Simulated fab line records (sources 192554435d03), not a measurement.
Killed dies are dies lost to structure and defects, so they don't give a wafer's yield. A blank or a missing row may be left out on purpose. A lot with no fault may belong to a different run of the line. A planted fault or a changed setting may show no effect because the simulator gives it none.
Matching of chambers -- flow n5Finfet -- 4 sister chambers for N5_SD_EPI_P_ETCH_47 on rieDiel-01
The step etches SiOCN in CH3F/O2, target depth 25 nm. 16 wafers are shown with their chamber, then 8 later ones without.

WAFERS PAIRED WITH THEIR CHAMBERS
wafer,chamber,showerheadPlenumPTorr (Torr),drypumpMotorCurrentA (A),throttleValvePct (%)
L076.1,0,2.03,6.3,15.90
L076.2,1,2.02,6.1,16.52
L076.6,0,2.03,6.3,15.89
L079.3,0,2.02,6.2,15.91
L079.5,0,2.02,6.2,15.90
L079.6,1,2.02,6.0,16.53
L084.3,2,1.91,4.9,16.64
L084.5,2,1.91,4.9,16.63
L084.6,1,2.01,6.0,16.54
L087.2,0,2.02,6.3,15.94
L087.5,0,2.02,6.3,15.93
L087.6,3,2.11,5.1,15.99
L090.1,1,2.01,6.0,16.57
L090.3,0,2.02,6.3,15.93
L090.4,2,1.91,4.9,16.65
L093.1,3,2.11,5.1,16.01

SIGNATURES, as means of the wafers listed above
reading,chamber 0,chamber 1,chamber 2,chamber 3,scatter within a chamber
showerheadPlenumPTorr,2.0229,2.0150,1.9100,2.1100,0.0045
drypumpMotorCurrentA,6.271,6.025,4.900,5.100,0.0426
throttleValvePct,15.9143,16.5400,16.6400,16.0000,0.0182
Rule: for each reading, subtract the chamber's mean from the wafer's reading, divide by that reading's scatter and square the result; add these up over the readings and take the root, which gives the wafer's distance from the chamber. If the next closest chamber is less than 2 further off than the closest, the wafer can't be placed; otherwise it belongs to the closest. How the scatter is found: for the shown wafers, subtract from each reading the mean of its chamber, square and add these, divide the total by (wafers less chambers), then take the root.

WAFERS WITH NO CHAMBER GIVEN
wafer,showerheadPlenumPTorr (Torr),drypumpMotorCurrentA (A),throttleValvePct (%)
L093.2,1.90,4.9,16.67
L093.3,2.01,6.1,16.58
L094.2,2.11,5.1,16.00
L094.4,2.01,6.0,16.57
L094.6,1.90,4.9,16.65
L095.3,2.01,6.0,16.60
L095.4,2.11,5.1,16.02
L095.6,1.90,4.9,16.67

EACH ONE'S CHAMBER
wafer,from the rows above,in truth
L093.2,2,2
L093.3,1,1
L094.2,3,3
L094.4,1,1
L094.6,2,2
L095.3,1,1
L095.4,3,3
L095.6,2,2
Correct placement for 8 of the 8. Not placeable from these rows: 0. Placed wrongly: 0.
